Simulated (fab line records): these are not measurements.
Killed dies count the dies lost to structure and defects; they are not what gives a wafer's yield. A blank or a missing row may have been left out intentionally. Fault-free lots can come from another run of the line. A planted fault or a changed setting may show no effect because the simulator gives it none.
Lot-split experiment || flow n5-finfet || 21 wafers read across 7 lots, on a route 1938 steps long

## THE SPLIT ITSELF
At N5_BEOL_M8_EXPOSE_08 (exposes mask M8), the setting dose-mj was moved away from the recipe's 68.25 on 10 of the 21 wafers read, by -6.7% to +7.5%. The other wafers ran this setting at the recipe's value.

## FROM THE SPLIT TO THE READING: what the file shows between them, 15 steps
- N5_BEOL_M8_PEB_09: peb time 60 s
- N5_BEOL_M8_DEVELOP_10: develop time 30 s
- N5_BEOL_M8_CD_MEAS_11: target cd 38.5 nm
- N5_BEOL_M8_DESCUM_16: chemistry O2, time 7.9 s
- N5_BEOL_M8_ETCH_61: etches SiARC in CF4, target depth 45.5 nm, time 75.8 s
- N5_BEOL_M8_ETCH_62: etches SOC in N2/H2, target depth 110 nm, overetch 22 nm, time 165 s
- N5_BEOL_M8_STRIP_68: strips in N2/H2
- N5_BEOL_M8_STRIP_67: strips in CF4
- N5_BEOL_M8_HM_OPEN_17: chemistry Cl2/BCl3, target TiN, target depth 20 nm, overetch 6 nm
- N5_BEOL_M8_STRIP_19: strips in O2
- N5_BEOL_M8_CD_MEAS_18: pitch 80 nm, target cd 40 nm
- N5_BEOL_M8_COAT_63: time 60 s, resist thk 60 nm
- N5_BEOL_M8_COAT_64: time 60 s, resist thk 12 nm
- N5_BEOL_M8_PRECLEAN_42: cleans in residue remover, time 60 s
- N5_BEOL_M8_SRD_43: time 30 s

## THE READING
At N5_BEOL_M8_CD_MEAS_35: cd-nm in nanometres, against a target cd of 40 nm. Fault-free wafers of this fab line usually give 39.9 nm, standard deviation 0.67 nm.

{"wafer": "L074.1", "tool, chamber at the split": "arfi-scanner-03, 0", "dose-mj as run": 68.25, "against the recipe": "recipe", "cd-nm, nm": 39.3, "against lot-mates on the recipe": "-"}
{"wafer": "L074.2", "tool, chamber at the split": "arfi-scanner-03, 0", "dose-mj as run": 70.83, "against the recipe": "+3.8%", "cd-nm, nm": 41.7, "against lot-mates on the recipe": "+2.4"}
{"wafer": "L074.5", "tool, chamber at the split": "arfi-scanner-03, 0", "dose-mj as run": 70.83, "against the recipe": "+3.8%", "cd-nm, nm": 41.7, "against lot-mates on the recipe": "+2.4"}
{"wafer": "L079.1", "tool, chamber at the split": "arfi-scanner-03, 0", "dose-mj as run": 63.69, "against the recipe": "-6.7%", "cd-nm, nm": 36.4, "against lot-mates on the recipe": -3.3}
{"wafer": "L079.2", "tool, chamber at the split": "arfi-scanner-03, 0", "dose-mj as run": 68.25, "against the recipe": "recipe", "cd-nm, nm": 39.7, "against lot-mates on the recipe": "-"}
{"wafer": "L079.6", "tool, chamber at the split": "arfi-scanner-03, 0", "dose-mj as run": 63.69, "against the recipe": "-6.7%", "cd-nm, nm": 36.0, "against lot-mates on the recipe": -3.7}
{"wafer": "L078.1", "tool, chamber at the split": "arfi-scanner-03, 0", "dose-mj as run": 68.25, "against the recipe": "recipe", "cd-nm, nm": 40.3, "against lot-mates on the recipe": "-"}
{"wafer": "L078.3", "tool, chamber at the split": "arfi-scanner-03, 0", "dose-mj as run": 73.37, "against the recipe": "+7.5%", "cd-nm, nm": 43.6, "against lot-mates on the recipe": "+3.3"}
{"wafer": "L078.4", "tool, chamber at the split": "arfi-scanner-03, 0", "dose-mj as run": 68.25, "against the recipe": "recipe", "cd-nm, nm": 40.4, "against lot-mates on the recipe": "-"}
{"wafer": "L080.4", "tool, chamber at the split": "arfi-scanner-02, 0", "dose-mj as run": 68.25, "against the recipe": "recipe", "cd-nm, nm": 40.4, "against lot-mates on the recipe": "-"}
{"wafer": "L080.5", "tool, chamber at the split": "arfi-scanner-02, 0", "dose-mj as run": 64.04, "against the recipe": "-6.2%", "cd-nm, nm": 36.9, "against lot-mates on the recipe": -3.6}
{"wafer": "L080.6", "tool, chamber at the split": "arfi-scanner-02, 0", "dose-mj as run": 68.25, "against the recipe": "recipe", "cd-nm, nm": 40.6, "against lot-mates on the recipe": "-"}
{"wafer": "L084.2", "tool, chamber at the split": "arfi-scanner-02, 0", "dose-mj as run": 68.25, "against the recipe": "recipe", "cd-nm, nm": 39.5, "against lot-mates on the recipe": "-"}
{"wafer": "L084.3", "tool, chamber at the split": "arfi-scanner-02, 0", "dose-mj as run": 68.25, "against the recipe": "recipe", "cd-nm, nm": 39.2, "against lot-mates on the recipe": "-"}
{"wafer": "L084.4", "tool, chamber at the split": "arfi-scanner-02, 0", "dose-mj as run": 68.25, "against the recipe": "recipe", "cd-nm, nm": 39.9, "against lot-mates on the recipe": "-"}
{"wafer": "L089.2", "tool, chamber at the split": "arfi-scanner-03, 0", "dose-mj as run": 71.7, "against the recipe": "+5.1%", "cd-nm, nm": 43.1, "against lot-mates on the recipe": "+2.4"}
{"wafer": "L089.3", "tool, chamber at the split": "arfi-scanner-03, 0", "dose-mj as run": 68.25, "against the recipe": "recipe", "cd-nm, nm": 40.7, "against lot-mates on the recipe": "-"}
{"wafer": "L089.4", "tool, chamber at the split": "arfi-scanner-03, 0", "dose-mj as run": 71.7, "against the recipe": "+5.1%", "cd-nm, nm": 43.3, "against lot-mates on the recipe": "+2.6"}
{"wafer": "L091.1", "tool, chamber at the split": "arfi-scanner-03, 0", "dose-mj as run": 71.77, "against the recipe": "+5.2%", "cd-nm, nm": 41.4, "against lot-mates on the recipe": "+0.6"}
{"wafer": "L091.2", "tool, chamber at the split": "arfi-scanner-03, 0", "dose-mj as run": 68.25, "against the recipe": "recipe", "cd-nm, nm": 40.8, "against lot-mates on the recipe": "-"}
{"wafer": "L091.6", "tool, chamber at the split": "arfi-scanner-03, 0", "dose-mj as run": 71.77, "against the recipe": "+5.2%", "cd-nm, nm": 42.2, "against lot-mates on the recipe": "+1.4"}

THE FIT
A straight line over all 21 wafers: cd-nm changes by +0.51 nm for each +1% of dose-mj; r = +0.96; the points scatter about the line by 0.58 nm.
The same after taking each lot's own level away (the mean of its wafers on the recipe; 21 wafers): +0.472 nm for each +1%; r = +0.96; scatter 0.56 nm.
The reading moves by 3.5 nm for the largest change in dose-mj, on that fit.
Measured against the standard deviation above, the lots' own levels, which go from 39.30 to 40.80 nm, span 2.2 times it.
So the lot-to-lot level changes the slope little: the two slopes agree.
Check: +3.43 nm against its lot-mates is what the line predicts for one of the wafers moved furthest among these (+7.5%) when that wafer is left out of the fit. It came out at +3.25 nm against them.

## THE WHOLE CHAIN: every reading that the file lists as answering this split, in the file's order
{"step": "N5_BEOL_M8_CD_MEAS_11", "what it does": "target cd 38.5 nm", "reading": "cd-nm", "change (the file's fit)": "+0.474 nm for each +1% of the setting", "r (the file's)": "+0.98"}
{"step": "N5_BEOL_M8_ETCH_61", "what it does": "etches SiARC in CF4, target depth 45.5 nm, time 75.8 s", "reading": "BEOL_M8.cd-offset-nm (the simulator's own value, which no gauge read)", "change (the file's fit)": "+0.428 nm for each +1% of the setting", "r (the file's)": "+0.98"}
{"step": "N5_BEOL_M8_ETCH_62", "what it does": "etches SOC in N2/H2, target depth 110 nm, overetch 22 nm, time 165 s", "reading": "BEOL_M8.cd-offset-nm (the simulator's own value, which no gauge read)", "change (the file's fit)": "+0.443 nm for each +1% of the setting", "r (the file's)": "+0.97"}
{"step": "N5_BEOL_M8_CD_MEAS_18", "what it does": "pitch 80 nm, target cd 40 nm", "reading": "cd-nm", "change (the file's fit)": "+0.482 nm for each +1% of the setting", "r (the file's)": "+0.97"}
{"step": "N5_BEOL_M8_CD_MEAS_35", "what it does": "target cd 40 nm", "reading": "cd-nm", "change (the file's fit)": "+0.472 nm for each +1% of the setting", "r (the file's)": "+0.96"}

## THE FILE'S OWN FIT
cd-nm changes by +0.472 nm for each +1% of dose-mj, r = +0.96.
